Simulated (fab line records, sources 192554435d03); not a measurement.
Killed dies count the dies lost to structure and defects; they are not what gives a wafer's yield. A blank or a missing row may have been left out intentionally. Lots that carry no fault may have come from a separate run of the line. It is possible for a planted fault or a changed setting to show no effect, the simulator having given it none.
fab line records || flow n5-finfet
record: {"lots": 4, "wafers": 12, "last-day": 16}
route steps=1938 shown BEOL_M9@1417 PASSIVATION@1936
lots untouched by any fault: they come from a run of this same line in which no faults occurred
start-h: hours from the record's first day to the start of the lot's first wafer shown || wait-h: how many hours have passed since the lot's step before this one || " the same as in the row above || L1.1+2: several wafers, shown together as one row || - either no value or no given start || * or withheld: withheld || < > ~ a bound
route shown NAME@n: a module of which the file shows steps, and the number in the route of the first || usual: mean/standard deviation of fault-free wafers || same: alike in all rows || chamber/n: place in a boat || sites: per-site readings || _std_site: the standard deviation of these || _edge_site: the outer-site mean with the inner-site mean subtracted || radius-mm: for every site, how far away it sits from the centre of the wafer || mask NAME#n: copy n || behind: the most recent tool/chamber to have shaped the wafer || hold: what put the lot on hold/how long, in hours/how the hold closed || device: the n, p or np transistor that did not switch || end of line: at the end of the route, the tests of the same wafers || where a step has no rows: the recipe by itself || killed: dies that structure and defects cost at the first sort, which is not the same as the wafer's yield || map: shows each die of a wafer: x if killed, . if not, _ if none is there
set.NAME: the setting the step ran with; set.NAME@STEP: the setting that earlier step ran with || model.NAME: the simulator's own value behind a step, which no gauge read
lots seen at some steps along the route; tables by step, rows by wafer
services: from which hour (start-h, from the record's first day; less than 0 if before it) a tool's chamber was out of use, for how many hours, and why
== steps ==
step: N5_BEOL_M9_DESCUM_16
recipe: {"chemistry": "O2", "time-s": 7.9, "source-power-w": 50, "bias-power-w": 20, "pressure-mtorr": 20, "rf-frequency-hz": 2.712e+07, "temp-c": 40, "resist": "CAR-ArF", "o2-flow-sccm": 225}
step: N5_BEOL_M9_ETCH_61
recipe: {"chemistry": "CF4", "target": "SiARC", "target-depth-a": 390, "mask-material": "CAR-ArF", "time-s": 65, "ion-energy-ev": 80, "pressure-mtorr": 40, "source-w": 545, "bias-w": 36, "Ar_flow_sccm": 100, "cf4-flow-sccm": 100, "ends": "cleared"}
step: N5_BEOL_M9_ETCH_62
recipe: {"chemistry": "N2/H2", "target": "SOC", "target-depth-a": 1100, "overetch-a": 220, "mask-material": "SiARC", "temp-c": 40, "time-s": 165, "ion-energy-ev": 200, "pressure-mtorr": 30, "source-w": 840, "bias-w": 150, "n2-flow-sccm": 200, "h2-flow-sccm": 200}
step: N5_BEOL_M9_STRIP_68
recipe: {"chemistry": "N2/H2", "temp-c": 40, "n2-flow-sccm": 200, "h2-flow-sccm": 200, "rf-frequency-hz": 6e+07}
step: N5_BEOL_M9_STRIP_67
recipe: {"chemistry": "CF4", "resist": "SiARC", "power-w": 300, "bias-power-w": 75, "pressure-mtorr": 50, "cf4-flow-sccm": 150, "rf-frequency-hz": 6e+07}
step: N5_BEOL_M9_HM_OPEN_17
recipe: {"chemistry": "Cl2/BCl3", "target-depth-a": 200, "overetch-a": 60, "target": "TiN", "mask-material": "SOC", "ion-energy-ev": 150, "pressure-mtorr": 10, "icp-w": 1000, "bias-w": 126, "Cl2_flow_sccm": 53.25, "bcl3-flow-sccm": 21.75, "Ar_flow_sccm": 25}
step: N5_BEOL_M9_STRIP_19
recipe: {"chemistry": "O2", "power-w": 400, "temp-c": 40, "pressure-mtorr": 30, "rf-frequency-hz": 6e+07, "bias-power-w": 0, "overash-fraction": 0.2, "o2-flow-sccm": 225}
step: N5_BEOL_M9_COAT_63
recipe: {"resist": "SOC", "temp-c": 250, "time-s": 60, "spin-rpm": 1500, "resist-thk-nm": 60}
step: N5_BEOL_M9_COAT_64
recipe: {"resist": "SiARC", "temp-c": 220, "time-s": 60, "spin-rpm": 1500, "resist-thk-nm": 12}
step: N5_BEOL_M9_COAT_75
recipe: {"resist": "underlayer", "temp-c": 205, "time-s": 60, "spin-rpm": 1500, "resist-thk-nm": 5}
step: N5_BEOL_M9_COAT_22
recipe: {"resist": "CAR-EUV", "spin-rpm": 1500, "resist-thk-nm": 30}
usual: {"exhaust-pa": "45.1/0.94", "spin-speed-rpm": "1499.6/1.1"}
{"lot.wafer": "L411.3", "tool": "litho-track-02", "chamber": 0, "start-h": 227.77, "wait-h": "-", "exhaust-pa": 45.4, "spin-speed-rpm": 1499.0, "model.CAR-EUV_of_BEOL_M9_COAT_22.thk-nm": 30}
{"lot.wafer": "L411.5", "tool": "litho-track-02", "chamber": 0, "start-h": 227.77, "wait-h": "-", "exhaust-pa": 46.9, "spin-speed-rpm": 1499.1, "model.CAR-EUV_of_BEOL_M9_COAT_22.thk-nm": 30}
{"lot.wafer": "L411.6", "tool": "litho-track-02", "chamber": 0, "start-h": 227.77, "wait-h": "-", "exhaust-pa": 46.6, "spin-speed-rpm": 1498.6, "model.CAR-EUV_of_BEOL_M9_COAT_22.thk-nm": 30}
{"lot.wafer": "L422.1", "tool": "litho-track-02", "chamber": 0, "start-h": 308.74, "wait-h": "-", "exhaust-pa": 45.7, "spin-speed-rpm": 1440.7, "model.CAR-EUV_of_BEOL_M9_COAT_22.thk-nm": 30.6}
{"lot.wafer": "L422.3", "tool": "litho-track-02", "chamber": 0, "start-h": 308.74, "wait-h": "-", "exhaust-pa": 44.4, "spin-speed-rpm": 1441.6, "model.CAR-EUV_of_BEOL_M9_COAT_22.thk-nm": 30.6}
{"lot.wafer": "L422.4", "tool": "litho-track-02", "chamber": 0, "start-h": 308.74, "wait-h": "-", "exhaust-pa": 46.5, "spin-speed-rpm": 1441.2, "model.CAR-EUV_of_BEOL_M9_COAT_22.thk-nm": 30.6}
{"lot.wafer": "L423.2", "tool": "litho-track-02", "chamber": 0, "start-h": 319.56, "wait-h": "-", "exhaust-pa": 44.8, "spin-speed-rpm": 1439.8, "model.CAR-EUV_of_BEOL_M9_COAT_22.thk-nm": 30.4}
{"lot.wafer": "L423.3", "tool": "litho-track-02", "chamber": 0, "start-h": 319.56, "wait-h": "-", "exhaust-pa": 45.3, "spin-speed-rpm": 1439.6, "model.CAR-EUV_of_BEOL_M9_COAT_22.thk-nm": 30.6}
{"lot.wafer": "L423.6", "tool": "litho-track-02", "chamber": 0, "start-h": 319.56, "wait-h": "-", "exhaust-pa": 45.4, "spin-speed-rpm": 1439.2, "model.CAR-EUV_of_BEOL_M9_COAT_22.thk-nm": 30.4}
{"lot.wafer": "L424.3", "tool": "litho-track-04", "chamber": 0, "start-h": 326.36, "wait-h": "-", "exhaust-pa": 45.5, "spin-speed-rpm": 1498.6, "model.CAR-EUV_of_BEOL_M9_COAT_22.thk-nm": 29.8}
{"lot.wafer": "L424.4", "tool": "litho-track-04", "chamber": 0, "start-h": 326.36, "wait-h": "-", "exhaust-pa": 46.1, "spin-speed-rpm": 1499.9, "model.CAR-EUV_of_BEOL_M9_COAT_22.thk-nm": 30}
{"lot.wafer": "L424.6", "tool": "litho-track-04", "chamber": 0, "start-h": 326.36, "wait-h": "-", "exhaust-pa": 45.0, "spin-speed-rpm": 1502.8, "model.CAR-EUV_of_BEOL_M9_COAT_22.thk-nm": 29.8}
step: N5_BEOL_M9_EBR_24
recipe: {"solvent": "PGMEA", "ebr-width-mm": 1.5}
step: N5_BEOL_M9_SOFTBAKE_23
recipe: {"temp-c": 110, "time-s": 60, "resist": "CAR-EUV"}
step: N5_BEOL_M9_EXPOSE_25
recipe: {"mask-id": "V8", "na": 0.33, "source-shape": "annular", "sigma-inner": 0.4, "sigma-outer": 0.8, "polarization": "unpolarized", "dose-mj": 37.25}
step: N5_BEOL_M9_PEB_26
recipe: {"peb-temp-c": 100, "peb-time-s": 60, "resist": "CAR-EUV"}
step: N5_BEOL_M9_DEVELOP_27
recipe: {"develop-time-s": 30, "developer": "TMAH", "resist": "CAR-EUV", "rinse-liquid": "surfactant-rinse", "dry": "air-spin", "dev-temp-c": 23}
step: N5_BEOL_M9_DESCUM_33
recipe: {"chemistry": "O2", "time-s": 7, "source-power-w": 50, "bias-power-w": 20, "pressure-mtorr": 20, "rf-frequency-hz": 2.712e+07, "temp-c": 40, "resist": "CAR-EUV", "o2-flow-sccm": 225}
step: N5_BEOL_M9_ETCH_76
recipe: {"chemistry": "N2/H2", "target": "underlayer", "target-depth-a": 65, "mask-material": "CAR-EUV", "time-s": 5.2, "ion-energy-ev": 200, "pressure-mtorr": 30, "source-w": 840, "bias-w": 150, "n2-flow-sccm": 200, "h2-flow-sccm": 200, "ends": "cleared"}
step: N5_BEOL_M9_ETCH_65
recipe: {"chemistry": "CF4", "target": "SiARC", "target-depth-a": 156, "mask-material": "CAR-EUV", "time-s": 26, "ion-energy-ev": 80, "pressure-mtorr": 40, "source-w": 545, "bias-w": 36, "Ar_flow_sccm": 100, "cf4-flow-sccm": 100, "ends": "cleared"}
usual: {"chamber-pressure-mTorr": "40.01/0.095", "drypump-motor-current-A": "5.84/0.21", "etch-rf-on-time-s": "25.9/0.42", "mfc-ar-sccm": "100.0/0.32", "oes-product-au": "0.68/0.077", "rf-vpp-V": "184.1/1.4", "showerhead-plenum-p-Torr": "2.14/0.083", "throttle-valve-pct": "15.68/0.25"}
{"lot.wafer": "L411.3", "tool": "rie-diel-05", "chamber": 2, "start-h": 228.20, "wait-h": 0.0, "chamber-pressure-mTorr": 40.00, "drypump-motor-current-A": 5.82, "etch-rf-on-time-s": 25.1, "mfc-ar-sccm": 100.3, "oes-product-au": 0.73, "rf-hours-counter-h": 73, "rf-vpp-V": 184.5, "showerhead-plenum-p-Torr": 2.26, "throttle-valve-pct": 15.72, "model.CAR-EUV_of_BEOL_M9_COAT_22.thk-nm": 11}
{"lot.wafer": "L411.5", "tool": "rie-diel-05", "chamber": 0, "start-h": 228.20, "wait-h": 0.0, "chamber-pressure-mTorr": 40.10, "drypump-motor-current-A": 5.82, "etch-rf-on-time-s": 26.1, "mfc-ar-sccm": 99.5, "oes-product-au": 0.58, "rf-hours-counter-h": "-", "rf-vpp-V": 184.5, "showerhead-plenum-p-Torr": 2.11, "throttle-valve-pct": 16.08, "model.CAR-EUV_of_BEOL_M9_COAT_22.thk-nm": 11.2}
{"lot.wafer": "L411.6", "tool": "rie-diel-05", "chamber": 2, "start-h": 228.20, "wait-h": 0.0, "chamber-pressure-mTorr": 40.03, "drypump-motor-current-A": 5.83, "etch-rf-on-time-s": 25.2, "mfc-ar-sccm": 100.0, "oes-product-au": 0.73, "rf-hours-counter-h": "-", "rf-vpp-V": 183.5, "showerhead-plenum-p-Torr": 2.26, "throttle-valve-pct": 15.70, "model.CAR-EUV_of_BEOL_M9_COAT_22.thk-nm": 11}
{"lot.wafer": "L422.1", "tool": "rie-diel-05", "chamber": 0, "start-h": 309.17, "wait-h": 0.0, "chamber-pressure-mTorr": 40.07, "drypump-motor-current-A": 5.81, "etch-rf-on-time-s": 25.5, "mfc-ar-sccm": 99.9, "oes-product-au": 0.79, "rf-hours-counter-h": 12, "rf-vpp-V": 183.4, "showerhead-plenum-p-Torr": 2.10, "throttle-valve-pct": 15.62, "model.CAR-EUV_of_BEOL_M9_COAT_22.thk-nm": 11.8}
{"lot.wafer": "L422.3", "tool": "rie-diel-05", "chamber": 2, "start-h": 309.17, "wait-h": 0.0, "chamber-pressure-mTorr": 39.99, "drypump-motor-current-A": 5.79, "etch-rf-on-time-s": 25.4, "mfc-ar-sccm": 100.2, "oes-product-au": 0.71, "rf-hours-counter-h": 97, "rf-vpp-V": 185.6, "showerhead-plenum-p-Torr": 2.26, "throttle-valve-pct": 15.75, "model.CAR-EUV_of_BEOL_M9_COAT_22.thk-nm": 11.6}
{"lot.wafer": "L422.4", "tool": "rie-diel-05", "chamber": 1, "start-h": 309.17, "wait-h": 0.0, "chamber-pressure-mTorr": 39.98, "drypump-motor-current-A": 5.68, "etch-rf-on-time-s": 26.0, "mfc-ar-sccm": 100.5, "oes-product-au": 0.78, "rf-hours-counter-h": 22, "rf-vpp-V": 184.1, "showerhead-plenum-p-Torr": 2.11, "throttle-valve-pct": 15.30, "model.CAR-EUV_of_BEOL_M9_COAT_22.thk-nm": 11.6}
{"lot.wafer": "L423.2", "tool": "rie-diel-05", "chamber": 2, "start-h": 320.59, "wait-h": 0.0, "chamber-pressure-mTorr": 40.01, "drypump-motor-current-A": 5.82, "etch-rf-on-time-s": 25.0, "mfc-ar-sccm": 99.4, "oes-product-au": 0.71, "rf-hours-counter-h": 100, "rf-vpp-V": 186.7, "showerhead-plenum-p-Torr": 2.25, "throttle-valve-pct": 15.75, "model.CAR-EUV_of_BEOL_M9_COAT_22.thk-nm": 11.6}
{"lot.wafer": "L423.3", "tool": "rie-diel-05", "chamber": 0, "start-h": 320.59, "wait-h": 0.0, "chamber-pressure-mTorr": 39.94, "drypump-motor-current-A": 5.81, "etch-rf-on-time-s": 25.2, "mfc-ar-sccm": 99.6, "oes-product-au": 0.78, "rf-hours-counter-h": 15, "rf-vpp-V": 183.8, "showerhead-plenum-p-Torr": 2.10, "throttle-valve-pct": 15.64, "model.CAR-EUV_of_BEOL_M9_COAT_22.thk-nm": 11.8}
{"lot.wafer": "L423.6", "tool": "rie-diel-05", "chamber": 0, "start-h": 320.59, "wait-h": 0.0, "chamber-pressure-mTorr": 40.03, "drypump-motor-current-A": 5.81, "etch-rf-on-time-s": 25.4, "mfc-ar-sccm": 99.6, "oes-product-au": 0.79, "rf-hours-counter-h": "-", "rf-vpp-V": 183.6, "showerhead-plenum-p-Torr": 2.10, "throttle-valve-pct": 15.63, "model.CAR-EUV_of_BEOL_M9_COAT_22.thk-nm": 11.6}
{"lot.wafer": "L424.3", "tool": "rie-diel-03", "chamber": 3, "start-h": 326.98, "wait-h": 0.0, "chamber-pressure-mTorr": 39.95, "drypump-motor-current-A": 5.80, "etch-rf-on-time-s": 25.3, "mfc-ar-sccm": 100.0, "oes-product-au": 0.76, "rf-hours-counter-h": 42, "rf-vpp-V": 184.0, "showerhead-plenum-p-Torr": 2.26, "throttle-valve-pct": 15.32, "model.CAR-EUV_of_BEOL_M9_COAT_22.thk-nm": 11.2}
{"lot.wafer": "L424.4", "tool": "rie-diel-03", "chamber": 1, "start-h": 326.98, "wait-h": 0.0, "chamber-pressure-mTorr": 40.00, "drypump-motor-current-A": 5.58, "etch-rf-on-time-s": 25.9, "mfc-ar-sccm": 100.0, "oes-product-au": 0.61, "rf-hours-counter-h": 218, "rf-vpp-V": 181.8, "showerhead-plenum-p-Torr": 2.05, "throttle-valve-pct": 15.88, "model.CAR-EUV_of_BEOL_M9_COAT_22.thk-nm": 11}
{"lot.wafer": "L424.6", "tool": "rie-diel-03", "chamber": 2, "start-h": 326.98, "wait-h": 0.0, "chamber-pressure-mTorr": 39.94, "drypump-motor-current-A": 5.73, "etch-rf-on-time-s": 25.9, "mfc-ar-sccm": 100.2, "oes-product-au": 0.61, "rf-hours-counter-h": "-", "rf-vpp-V": 187.2, "showerhead-plenum-p-Torr": 2.20, "throttle-valve-pct": 15.80, "model.CAR-EUV_of_BEOL_M9_COAT_22.thk-nm": 11}
step: N5_BEOL_M9_ETCH_66
recipe: {"chemistry": "N2/H2", "target": "SOC", "target-depth-a": 800, "overetch-a": 160, "mask-material": "SiARC", "temp-c": 40, "time-s": 120, "ion-energy-ev": 200, "pressure-mtorr": 30, "source-w": 840, "bias-w": 150, "n2-flow-sccm": 200, "h2-flow-sccm": 200}
step: N5_PASSIVATION_PROBE_49
usual: {"defect-limited-yield": "91.0/1.5", "killed_at_M0_to_M3": "34/11", "killed_at_M4_up": "14/5.3", "killed-at-contacts": "13/7", "killed-at-front-end": "41/13", "killed-at-other": "4/3.1", "killed-dies": "106/17", "killed-open": "70/12", "killed-short": "35/8", "sort_bin_5_function": "5.2/0.98", "sort_bin_6_memory": "3.4/0.69", "sort-n-pass": "1074/17", "sort-yield-pct": "91.0/1.5"}
same: {"gross-dies": 1180, "killed-at-back-side": 0, "sort_bin_4_leakage[%]": 0, "sort_bin_8_speed[%]": 0}
{"lot.wafer": "L411.3", "tool": "prober-01", "chamber": "-", "start-h": 286.83, "wait-h": 0.1, "defect-limited-yield[%]": 89.6, "killed_at_M0_to_M3": 30, "killed_at_M4_up": 17, "killed-at-contacts": 11, "killed-at-front-end": 60, "killed-at-other": 5, "killed-dies": 123, "killed-open": 87, "killed-short": 36, "sort_bin_5_function[%]": 7.1, "sort_bin_6_memory[%]": 3.1, "sort-n-pass": 1057, "sort-yield-pct[%]": 89.6}
{"lot.wafer": "L411.5", "tool": "prober-01", "chamber": "-", "start-h": 286.93, "wait-h": 0.2, "defect-limited-yield[%]": 92.5, "killed_at_M0_to_M3": 36, "killed_at_M4_up": 7, "killed-at-contacts": 9, "killed-at-front-end": 36, "killed-at-other": 1, "killed-dies": 89, "killed-open": 57, "killed-short": 31, "sort_bin_5_function[%]": 3.3, "sort_bin_6_memory[%]": 4.0, "sort-n-pass": 1091, "sort-yield-pct[%]": 92.5}
{"lot.wafer": "L411.6", "tool": "prober-01", "chamber": "-", "start-h": 286.98, "wait-h": 0.3, "defect-limited-yield[%]": 91.2, "killed_at_M0_to_M3": 32, "killed_at_M4_up": 9, "killed-at-contacts": 23, "killed-at-front-end": 37, "killed-at-other": 3, "killed-dies": 104, "killed-open": 68, "killed-short": 35, "sort_bin_5_function[%]": 5.1, "sort_bin_6_memory[%]": 3.1, "sort-n-pass": 1076, "sort-yield-pct[%]": 91.2}
{"lot.wafer": "L424.3", "tool": "prober-02", "chamber": "-", "start-h": 392.72, "wait-h": 0.1, "defect-limited-yield[%]": 89.2, "killed_at_M0_to_M3": 41, "killed_at_M4_up": 18, "killed-at-contacts": 19, "killed-at-front-end": 38, "killed-at-other": 11, "killed-dies": 127, "killed-open": 69, "killed-short": 55, "sort_bin_5_function[%]": 6.0, "sort_bin_6_memory[%]": 4.1, "sort-n-pass": 1053, "sort-yield-pct[%]": 89.2}
{"lot.wafer": "L424.4", "tool": "prober-02", "chamber": "-", "start-h": 392.77, "wait-h": 0.2, "defect-limited-yield[%]": 90.4, "killed_at_M0_to_M3": 27, "killed_at_M4_up": 15, "killed-at-contacts": 5, "killed-at-front-end": 62, "killed-at-other": 4, "killed-dies": 113, "killed-open": 71, "killed-short": 41, "sort_bin_5_function[%]": 4.7, "sort_bin_6_memory[%]": 4.7, "sort-n-pass": 1067, "sort-yield-pct[%]": 90.4}
{"lot.wafer": "L424.6", "tool": "prober-02", "chamber": "-", "start-h": 392.87, "wait-h": 0.3, "defect-limited-yield[%]": 90.7, "killed_at_M0_to_M3": 34, "killed_at_M4_up": 16, "killed-at-contacts": 9, "killed-at-front-end": 42, "killed-at-other": 9, "killed-dies": 110, "killed-open": 69, "killed-short": 39, "sort_bin_5_function[%]": 4.7, "sort_bin_6_memory[%]": 4.1, "sort-n-pass": 1070, "sort-yield-pct[%]": 90.7}
killed by level:class
L411.3 STI_FIN_REVEAL:geometric-particle:open=21 FIN_SAQP:geometric-particle:short=12 MOL_CONTACT_COAG:geometric-particle:open=11 FIN_SAQP:geometric-particle:open=9 BEOL_M2:geometric-particle:open=9 BEOL_M4:geometric-particle:open=8 BEOL_M0_SAQP:geometric-particle:open=5 BEOL_M0_SAQP:geometric-particle:short=5
L411.5 BEOL_M0_SAQP:geometric-particle:open=15 MOL_CONTACT_COAG:geometric-particle:open=8 BEOL_M0_SAQP:geometric-particle:short=8 FIN_SAQP:geometric-particle:short=6 STI_FIN_REVEAL:geometric-particle:open=6 BEOL_M2:geometric-particle:open=6 FIN_SAQP:geometric-particle:open=5 STARTING-WAFER:geometric-particle:short=4
L411.6 MOL_CONTACT_COAG:geometric-particle:open=17 STI_FIN_REVEAL:geometric-particle:open=12 BEOL_M0_SAQP:geometric-particle:open=9 BEOL_M0_SAQP:geometric-particle:short=7 BEOL_M2:geometric-particle:open=6 MOL_CONTACT_COAG:geometric-particle:short=5 BEOL_M2:geometric-particle:short=4 BEOL_M3:geometric-particle:open=4
L424.3 MOL_CONTACT_COAG:geometric-particle:open=12 BEOL_M0_SAQP:geometric-particle:short=10 BEOL_M0_SAQP:geometric-particle:open=10 FIN_SAQP:geometric-particle:short=7 MOL_CONTACT_COAG:geometric-particle:short=7 STI_FIN_REVEAL:geometric-particle:open=6 BEOL_M1:geometric-particle:open=6 BEOL_M4:geometric-particle:open=6
L424.4 STI_FIN_REVEAL:geometric-particle:open=28 STI_FIN_REVEAL:geometric-particle:short=10 BEOL_M0_SAQP:geometric-particle:short=8 BEOL_M3:geometric-particle:open=8 GATE_CUT:geometric-particle:short=7 FIN_SAQP:geometric-particle:open=5 BEOL_M0:geometric-particle:open=5 BEOL_M5:geometric-particle:open=5
L424.6 STI_FIN_REVEAL:geometric-particle:open=16 BEOL_M0_SAQP:geometric-particle:short=14 MOL_CONTACT_COAG:geometric-particle:open=8 BEOL_M2:geometric-particle:open=8 STI_FIN_REVEAL:geometric-particle:short=5 GATE_CUT:geometric-particle:open=5 GATE_CUT:geometric-particle:short=4 BEOL_M4:geometric-particle:open=4
== services ==
{"tool": "rie-diel-05", "chamber": 1, "start-h": 210.42, "hours": "-", "kind": "clean"}
{"tool": "rie-diel-05", "chamber": 1, "start-h": 210.42, "hours": "-", "kind": "consumable-replace:focus-ring"}
{"tool": "rie-diel-05", "chamber": 1, "start-h": 210.42, "hours": 23.2, "kind": "scheduled-down"}
{"tool": "rie-diel-05", "chamber": 1, "start-h": 210.42, "hours": 23.2, "kind": "vent-cycle"}
{"tool": "rie-diel-05", "chamber": 0, "start-h": 250.22, "hours": "-", "kind": "clean"}
{"tool": "rie-diel-05", "chamber": 0, "start-h": 250.22, "hours": "-", "kind": "consumable-replace:focus-ring"}
{"tool": "rie-diel-05", "chamber": 0, "start-h": 250.22, "hours": 13.9, "kind": "scheduled-down"}
{"tool": "rie-diel-05", "chamber": 0, "start-h": 250.22, "hours": 13.9, "kind": "vent-cycle"}
{"tool": "rie-diel-05", "chamber": "-", "start-h": 261.73, "hours": 0.6, "kind": "repair"}
{"tool": "rie-diel-05", "chamber": "-", "start-h": 266.08, "hours": 0.8, "kind": "repair"}
{"tool": "rie-diel-05", "chamber": 1, "start-h": 290.76, "hours": 9.6, "kind": "repair"}
{"tool": "rie-diel-03", "chamber": 1, "start-h": 318.53, "hours": 5.0, "kind": "repair"}
== key ==
first-sign: {"step": "N5_BEOL_M9_COAT_22", "reading": "spin-speed-rpm", "direction": "down", "sigmas": 53, "usual": "*", "struck": "*"}
effect none on later readings
model-effect: {"step": "N5_BEOL_M9_COAT_22", "value": "CAR-EUV_of_BEOL_M9_COAT_22.thk-nm", "without": 29.93, "struck": 30.53}
model-effect: {"step": "N5_BEOL_M9_ETCH_65", "value": "CAR-EUV_of_BEOL_M9_COAT_22.thk-nm", "without": 11.07, "struck": 11.67}
met-at N5_BEOL_M9_COAT_22
struck-wafers L422.1,L422.3,L422.4,L423.2,L423.3,L423.6
onset-between 227.77 308.74
fault: {"kind": "process-parameter-drift", "tool": "litho-track-02", "chamber": "-", "onset-h": 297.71, "steps": "N5_BEOL_M9_COAT_22", "channel": "spin-rpm", "offset": "*", "shape": "step", "end-h": 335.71, "acts-in": "*", "stated": "*"}
